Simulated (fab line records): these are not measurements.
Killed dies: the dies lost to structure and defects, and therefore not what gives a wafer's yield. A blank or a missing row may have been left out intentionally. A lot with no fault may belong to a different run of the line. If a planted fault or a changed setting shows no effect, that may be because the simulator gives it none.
A lot that was struck, set against a sound lot / flow n5_finfet / 15 steps out of a route of 1938
Sound: these wafers, L451.3, L451.5, L451.6. Struck: wafer L453.3. (L453.2, L453.4 of the same lot were not struck and are left out.) The cause comes at the end.
For every step that has rows: the tool of each side, followed by ch and its chambers, followed by its first start. Under that, the readings that differ: sound wafers / struck wafers / difference of the means / sigmas: that difference in standard deviations of wafers without a fault.
alike: words and numbers the same on both sides, and readings whose means are apart by under 2 such deviations; not compared: readings that were withheld, readings missing a value for some wafer, numbers with overlapping values and no deviation given by the record, and bounds like >300 which may hide the same value.
The two part at a step that has a row with sigmas, a row that says differs or no value, or rows on one side only. When numbers do not overlap yet have no deviation, they are printed without sigmas and do not part them. A reading missing from all wafers of one side parts the sides only when that side holds two or more wafers.

first, 2 steps without rows for these wafers: N5_BEOL_M12_DEVELOP_27 (develop time 45 s); N5_BEOL_M12_HARDBAKE_32 (time 120 s).
N5_BEOL_M12_CD_MEAS_28: target cd 160.2 nm.
  sound on cd_sem-03 ch 0, day 12 13:54; struck on cd_sem-01 ch 0, day 13 06:13
reading=cd_nm (nm); sound=162.9 162.5 160.6; struck=165.7; difference=+3.7; sigmas=+2
N5_BEOL_M12_OVL_MEAS_29:
  sound on overlay-02 ch 0, day 12 13:56; struck on overlay-01 ch 0, day 13 06:15
  alike: M12_OVL
N5_BEOL_M12_INSPECT_30: inspects for defects (macro).
  sound on defect_inspect-02 at day 12 13:57; struck on defect_inspect-02 at day 13 06:17
  alike: raw_defect_count
N5_BEOL_M12_DESCUM_33: chemistry O2, time 7.9 s.
  sound on rie_diel-03 ch 0,3, day 12 13:59; struck on rie_diel-03 ch 3, day 13 06:19
  alike: chamber_pressure_mTorr, drypump_motor_current_A, oes_product_au, rf_vpp_V, showerhead_plenum_p_Torr, throttle_valve_pct
  not compared: rf_hours_counter_h
N5_BEOL_M12_ETCH_67: etches SiARC in CF4, target depth 143 nm, time 238.3 s.
  sound on rie_diel-03 ch 0,3, day 12 14:01; struck on rie_diel-03 ch 3, day 13 06:21
  alike: chamber_pressure_mTorr, drypump_motor_current_A, etch_rf_on_time_s, oes_product_au, rf_vpp_V, showerhead_plenum_p_Torr, throttle_valve_pct
  not compared: rf_hours_counter_h
N5_BEOL_M12_ETCH_68: etches SOC in N2/H2, time 285 s.
  sound on rie_diel-03 ch 0,3, day 12 14:10; struck on rie_diel-03 ch 3, day 13 06:29
  alike: chamber_pressure_mTorr, drypump_motor_current_A, oes_product_au, rf_vpp_V, showerhead_plenum_p_Torr, throttle_valve_pct
  not compared: rf_hours_counter_h
then, 1 step without rows for these wafers: N5_BEOL_M12_STRIP_69 (strips in N2/H2).
N5_BEOL_M12_TRENCH_ETCH_34: etches SiOC in C4F8/O2/Ar, target depth 318.95 nm, time 125.5 s.
  sound on rie_diel-03 ch 0,3, day 12 14:21; struck on rie_diel-03 ch 3, day 13 06:40
  alike: C4F8_flow_sccm, chamber_pressure_mTorr, drypump_motor_current_A, oes_product_au, rf_vpp_V, showerhead_plenum_p_Torr, throttle_valve_pct
  not compared: rf_hours_counter_h
then, 1 step without rows for these wafers: N5_BEOL_M12_STRIP_70 (strips in C4F8/O2/Ar).
N5_BEOL_M12_OCD_MEAS_35:
  sound on ocd-01 at day 12 14:31; struck on ocd-02 at day 13 06:50
  alike: trench_depth_nm
N5_BEOL_M12_STRIP_37: strips in N2/H2.
  sound on plasma_asher-01 ch 0,1, day 12 14:34; struck on plasma_asher-01 ch 0, day 13 06:52
reading=h2_flow_sccm (sccm); sound=3234 3264 3234; struck=3573; difference=+329; sigmas=+33
  alike: drypump_motor_current_A, heater_power_w, oes_product_au
  not compared: rf_hours_counter_h
N5_BEOL_M12_ETCH_38: etches SiCN in CF4/N2, target depth 68.7 nm, time 73.4 s.
  sound on rie_diel-05 ch 0,2,3, day 12 16:20; struck on rie_diel-04 ch 0, day 13 09:05
  alike: chamber_pressure_mTorr, drypump_motor_current_A, oes_product_au, rf_vpp_V, showerhead_plenum_p_Torr, throttle_valve_pct
  not compared: rf_hours_counter_h
N5_PASSIVATION_PROBE_49:
  sound wafers here have rows in the record (prober-02, day 14 18:53); struck ones have none

WHERE THEY PART
Last at N5_PASSIVATION_PROBE_49 as far as this record goes, first at N5_BEOL_M12_CD_MEAS_28.

WHY: whatever the simulator had introduced
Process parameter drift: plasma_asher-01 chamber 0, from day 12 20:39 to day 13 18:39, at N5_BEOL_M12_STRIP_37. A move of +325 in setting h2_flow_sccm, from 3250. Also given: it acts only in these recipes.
